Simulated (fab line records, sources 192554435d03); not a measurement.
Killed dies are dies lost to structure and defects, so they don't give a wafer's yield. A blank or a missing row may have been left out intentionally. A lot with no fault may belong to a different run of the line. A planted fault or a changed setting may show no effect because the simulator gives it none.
Matching of chambers    flow n5-finfet    N5_BEOL_M1_ETCHBACK_99 on rie-diel-02: 4 sister chambers
The step etches SiO2 in CHF3, target depth 5 nm, time 10.4 s. 18 wafers are shown with their chamber, then 9 later ones without.

## WAFERS WITH THEIR CHAMBER
wafer   chamber  drypump-motor-current-A (A)  rf-vpp-V (V)  throttle-valve-pct (%)
L076.2  3        5.4                          244           16.90
L076.5  0        5.6                          243           17.17
L076.6  3        5.3                          247           16.92
L077.1  3        5.3                          244           16.90
L077.4  1        5.6                          235           17.37
L077.6  2        5.9                          240           17.15
L082.1  1        5.6                          237           17.37
L082.5  0        5.6                          242           16.76
L082.6  1        5.6                          236           17.39
L085.1  1        5.6                          235           17.38
L085.3  0        5.6                          242           16.77
L085.4  3        5.3                          244           16.92
L086.1  0        5.6                          244           16.77
L086.3  3        5.3                          245           16.93
L086.5  0        5.6                          242           16.78
L088.1  2        5.9                          239           17.21
L088.2  1        5.6                          235           17.40
L088.5  3        5.3                          244           16.94

SIGNATURES, as means of the wafers listed above
reading                  chamber 0  chamber 1  chamber 2  chamber 3  scatter within a chamber
drypump-motor-current-A  5.600      5.600      5.900      5.317      0.0244
rf-vpp-V                 242.60     235.60     239.50     244.67     1.01
throttle-valve-pct       16.8500    17.3820    17.1800    16.9183    0.0971
Rule: distance of a wafer from a chamber = root of the sum over the readings of ((wafer's reading minus chamber's mean) / reading's scatter) squared. If the next closest chamber is less than 2 further off than the closest, the wafer can't be placed; otherwise it belongs to the closest. How the scatter is found: for the shown wafers, subtract from each reading the mean of its chamber, square and add these, divide the total by (wafers less chambers), then take the root.

## WAFERS WITHOUT THEIR CHAMBER
wafer   drypump-motor-current-A (A)  rf-vpp-V (V)  throttle-valve-pct (%)
L094.1  5.4                          244           16.94
L094.2  5.6                          242           16.79
L094.5  5.4                          243           16.95
L093.3  5.6                          243           16.78
L093.4  5.6                          235           17.40
L093.5  5.6                          242           16.79
L096.1  5.6                          236           17.40
L096.2  5.6                          242           16.79
L096.6  5.6                          242           16.78

## CHAMBER TAKEN BY EACH
wafer   from the rows above  in truth
L094.1  3                    3
L094.2  0                    0
L094.5  3                    3
L093.3  0                    0
L093.4  1                    1
L093.5  0                    0
L096.1  1                    1
L096.2  0                    0
L096.6  0                    0
Correct placement for 9 of the 9. Number that these rows cannot place: 0. Number placed wrongly: 0.
